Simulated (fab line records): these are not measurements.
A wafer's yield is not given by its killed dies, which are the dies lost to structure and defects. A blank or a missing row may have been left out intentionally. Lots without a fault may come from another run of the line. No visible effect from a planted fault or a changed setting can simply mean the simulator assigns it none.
Split-lot experiment / flow n5-finfet / route with 1938 steps; 7 lots, 39 wafers read

== ABOUT THE SPLIT ==
At N5_HKMG_FIN_ALD_36 (deposits TiN, target thk 1 nm, pulse time 1 s, purge time 3 s), the setting ald-cycles was moved away from the recipe's 47 on 12 of the 39 wafers read, by +19.1% to +53.2%. This setting was run at the recipe's value on the other wafers.

The reading is taken at the split's own step.

== THE READING ==
TiN_of_HKMG_FIN_ALD_36.thk-nm (the simulator's own value, which no gauge read), in nm, at N5_HKMG_FIN_ALD_36 (deposits TiN, target thk 1 nm, pulse time 1 s, purge time 3 s). No usual value for it is given in the file.

wafer=L075.1; tool, chamber at the split=ald-metal-02, 3,2,3; ald-cycles as run=56; against the recipe=+19.1%; TiN_of_HKMG_FIN_ALD_36.thk-nm, nm=1.2; against lot-mates on the recipe=+0.2
wafer=L075.3; tool, chamber at the split=ald-metal-02, 3,2,3; ald-cycles as run=56; against the recipe=+19.1%; TiN_of_HKMG_FIN_ALD_36.thk-nm, nm=1.2; against lot-mates on the recipe=+0.2
wafer=L075.6; tool, chamber at the split=ald-metal-02, 3,2,3; ald-cycles as run=56; against the recipe=+19.1%; TiN_of_HKMG_FIN_ALD_36.thk-nm, nm=1.2; against lot-mates on the recipe=+0.2
wafer=L075.2; tool, chamber at the split=ald-metal-02, 0,1,0; ald-cycles as run=47; against the recipe=recipe; TiN_of_HKMG_FIN_ALD_36.thk-nm, nm=1; against lot-mates on the recipe=-
wafer=L075.4; tool, chamber at the split=ald-metal-02, 0,1,0; ald-cycles as run=47; against the recipe=recipe; TiN_of_HKMG_FIN_ALD_36.thk-nm, nm=1; against lot-mates on the recipe=-
wafer=L075.5; tool, chamber at the split=ald-metal-02, 0,1,0; ald-cycles as run=47; against the recipe=recipe; TiN_of_HKMG_FIN_ALD_36.thk-nm, nm=1; against lot-mates on the recipe=-
wafer=L076.1; tool, chamber at the split=ald-metal-02, 3,2,1,0,2,1; ald-cycles as run=47; against the recipe=recipe; TiN_of_HKMG_FIN_ALD_36.thk-nm, nm=1; against lot-mates on the recipe=-
wafer=L076.2; tool, chamber at the split=ald-metal-02, 3,2,1,0,2,1; ald-cycles as run=47; against the recipe=recipe; TiN_of_HKMG_FIN_ALD_36.thk-nm, nm=1; against lot-mates on the recipe=-
wafer=L076.3; tool, chamber at the split=ald-metal-02, 3,2,1,0,2,1; ald-cycles as run=47; against the recipe=recipe; TiN_of_HKMG_FIN_ALD_36.thk-nm, nm=1; against lot-mates on the recipe=-
wafer=L076.4; tool, chamber at the split=ald-metal-02, 3,2,1,0,2,1; ald-cycles as run=47; against the recipe=recipe; TiN_of_HKMG_FIN_ALD_36.thk-nm, nm=1; against lot-mates on the recipe=-
wafer=L076.5; tool, chamber at the split=ald-metal-02, 3,2,1,0,2,1; ald-cycles as run=47; against the recipe=recipe; TiN_of_HKMG_FIN_ALD_36.thk-nm, nm=1; against lot-mates on the recipe=-
wafer=L076.6; tool, chamber at the split=ald-metal-02, 3,2,1,0,2,1; ald-cycles as run=47; against the recipe=recipe; TiN_of_HKMG_FIN_ALD_36.thk-nm, nm=1; against lot-mates on the recipe=-
wafer=L077.1; tool, chamber at the split=ald-metal-02, 3,2,1; ald-cycles as run=64; against the recipe=+36.2%; TiN_of_HKMG_FIN_ALD_36.thk-nm, nm=1.4; against lot-mates on the recipe=+0.4
wafer=L077.3; tool, chamber at the split=ald-metal-02, 3,2,1; ald-cycles as run=64; against the recipe=+36.2%; TiN_of_HKMG_FIN_ALD_36.thk-nm, nm=1.4; against lot-mates on the recipe=+0.4
wafer=L077.6; tool, chamber at the split=ald-metal-02, 3,2,1; ald-cycles as run=64; against the recipe=+36.2%; TiN_of_HKMG_FIN_ALD_36.thk-nm, nm=1.4; against lot-mates on the recipe=+0.4
wafer=L077.2; tool, chamber at the split=ald-metal-02, 0,1,2; ald-cycles as run=47; against the recipe=recipe; TiN_of_HKMG_FIN_ALD_36.thk-nm, nm=1; against lot-mates on the recipe=-
wafer=L077.4; tool, chamber at the split=ald-metal-02, 0,1,2; ald-cycles as run=47; against the recipe=recipe; TiN_of_HKMG_FIN_ALD_36.thk-nm, nm=1; against lot-mates on the recipe=-
wafer=L077.5; tool, chamber at the split=ald-metal-02, 0,1,2; ald-cycles as run=47; against the recipe=recipe; TiN_of_HKMG_FIN_ALD_36.thk-nm, nm=1; against lot-mates on the recipe=-
wafer=L082.1; tool, chamber at the split=ald-metal-02, 3,2,1,0,3,2; ald-cycles as run=47; against the recipe=recipe; TiN_of_HKMG_FIN_ALD_36.thk-nm, nm=1; against lot-mates on the recipe=-
wafer=L082.2; tool, chamber at the split=ald-metal-02, 3,2,1,0,3,2; ald-cycles as run=47; against the recipe=recipe; TiN_of_HKMG_FIN_ALD_36.thk-nm, nm=1; against lot-mates on the recipe=-
wafer=L082.3; tool, chamber at the split=ald-metal-02, 3,2,1,0,3,2; ald-cycles as run=47; against the recipe=recipe; TiN_of_HKMG_FIN_ALD_36.thk-nm, nm=1; against lot-mates on the recipe=-
wafer=L082.4; tool, chamber at the split=ald-metal-02, 3,2,1,0,3,2; ald-cycles as run=47; against the recipe=recipe; TiN_of_HKMG_FIN_ALD_36.thk-nm, nm=1; against lot-mates on the recipe=-
wafer=L082.5; tool, chamber at the split=ald-metal-02, 3,2,1,0,3,2; ald-cycles as run=47; against the recipe=recipe; TiN_of_HKMG_FIN_ALD_36.thk-nm, nm=1; against lot-mates on the recipe=-
wafer=L082.6; tool, chamber at the split=ald-metal-02, 3,2,1,0,3,2; ald-cycles as run=47; against the recipe=recipe; TiN_of_HKMG_FIN_ALD_36.thk-nm, nm=1; against lot-mates on the recipe=-
wafer=L083.1; tool, chamber at the split=ald-metal-01, 0,3; ald-cycles as run=60; against the recipe=+27.7%; TiN_of_HKMG_FIN_ALD_36.thk-nm, nm=1.2; against lot-mates on the recipe=+0.2
wafer=L083.2; tool, chamber at the split=ald-metal-01, 0,3; ald-cycles as run=60; against the recipe=+27.7%; TiN_of_HKMG_FIN_ALD_36.thk-nm, nm=1.2; against lot-mates on the recipe=+0.2
wafer=L083.3; tool, chamber at the split=ald-metal-01, 2,1,0; ald-cycles as run=47; against the recipe=recipe; TiN_of_HKMG_FIN_ALD_36.thk-nm, nm=1; against lot-mates on the recipe=-
wafer=L083.5; tool, chamber at the split=ald-metal-01, 2,1,0; ald-cycles as run=47; against the recipe=recipe; TiN_of_HKMG_FIN_ALD_36.thk-nm, nm=1; against lot-mates on the recipe=-
wafer=L083.6; tool, chamber at the split=ald-metal-01, 2,1,0; ald-cycles as run=47; against the recipe=recipe; TiN_of_HKMG_FIN_ALD_36.thk-nm, nm=1; against lot-mates on the recipe=-
wafer=L083.4; tool, chamber at the split=ald-metal-01, 1; ald-cycles as run=60; against the recipe=+27.7%; TiN_of_HKMG_FIN_ALD_36.thk-nm, nm=1.4; against lot-mates on the recipe=+0.4
wafer=L088.2; tool, chamber at the split=ald-metal-01, 0,2,3; ald-cycles as run=47; against the recipe=recipe; TiN_of_HKMG_FIN_ALD_36.thk-nm, nm=1; against lot-mates on the recipe=-
wafer=L088.5; tool, chamber at the split=ald-metal-01, 0,2,3; ald-cycles as run=47; against the recipe=recipe; TiN_of_HKMG_FIN_ALD_36.thk-nm, nm=1; against lot-mates on the recipe=-
wafer=L088.6; tool, chamber at the split=ald-metal-01, 0,2,3; ald-cycles as run=47; against the recipe=recipe; TiN_of_HKMG_FIN_ALD_36.thk-nm, nm=1; against lot-mates on the recipe=-
wafer=L089.1; tool, chamber at the split=ald-metal-03, 0,1,3; ald-cycles as run=72; against the recipe=+53.2%; TiN_of_HKMG_FIN_ALD_36.thk-nm, nm=1.6; against lot-mates on the recipe=+0.6
wafer=L089.2; tool, chamber at the split=ald-metal-03, 0,1,3; ald-cycles as run=72; against the recipe=+53.2%; TiN_of_HKMG_FIN_ALD_36.thk-nm, nm=1.6; against lot-mates on the recipe=+0.6
wafer=L089.3; tool, chamber at the split=ald-metal-03, 0,1,3; ald-cycles as run=72; against the recipe=+53.2%; TiN_of_HKMG_FIN_ALD_36.thk-nm, nm=1.6; against lot-mates on the recipe=+0.6
wafer=L089.4; tool, chamber at the split=ald-metal-03, 2,1,2; ald-cycles as run=47; against the recipe=recipe; TiN_of_HKMG_FIN_ALD_36.thk-nm, nm=1; against lot-mates on the recipe=-
wafer=L089.5; tool, chamber at the split=ald-metal-03, 2,1,2; ald-cycles as run=47; against the recipe=recipe; TiN_of_HKMG_FIN_ALD_36.thk-nm, nm=1; against lot-mates on the recipe=-
wafer=L089.6; tool, chamber at the split=ald-metal-03, 2,1,2; ald-cycles as run=47; against the recipe=recipe; TiN_of_HKMG_FIN_ALD_36.thk-nm, nm=1; against lot-mates on the recipe=-
If several chambers appear in one row, that row covers several wafers at once and the file leaves open which wafer was in which chamber.

FIT RESULTS
A straight line over all 39 wafers: TiN_of_HKMG_FIN_ALD_36.thk-nm changes by +0.011 nm for each +1% of ald-cycles; r = +0.99; the points scatter about the line by 0.029 nm.
The same after taking each lot's own level away (the mean of its wafers on the recipe; 39 wafers): +0.011 nm for each +1%; r = +0.99; scatter 0.029 nm.
On that fit, the largest move of ald-cycles shifts the reading by 0.58 nm.
The lots' own levels span 1.00 to 1.00 nm.
Hence the lot-to-lot level has little effect on the slope; both slopes agree.
Check: with one of the wafers moved furthest among these (+53.2%) left out of the fit, the line predicts +0.578 nm for it against its lot-mates. Against them it came out at +0.6 nm.

== THE OTHER SPLITS THESE WAFERS WENT THROUGH ==
Before the reading, these wafers also passed through other splits. Each is held against what the fit with the lots' levels taken away leaves over:
other split on the same wafers=N5_PMOS_HMC_CHANNEL_EPI_DESCUM_14 time-s; wafers away from the commonest value=15; r with TiN_of_HKMG_FIN_ALD_36.thk-nm (lot level and that fit taken away)=+0.20
other split on the same wafers=N5_SD_EPI_N_ETCH_16 target-depth-a; wafers away from the commonest value=18; r with TiN_of_HKMG_FIN_ALD_36.thk-nm (lot level and that fit taken away)=-0.18

== FILE'S OWN FIT ==
TiN_of_HKMG_FIN_ALD_36.thk-nm changes by +0.0109 nm for each +1% of ald-cycles, r = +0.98.
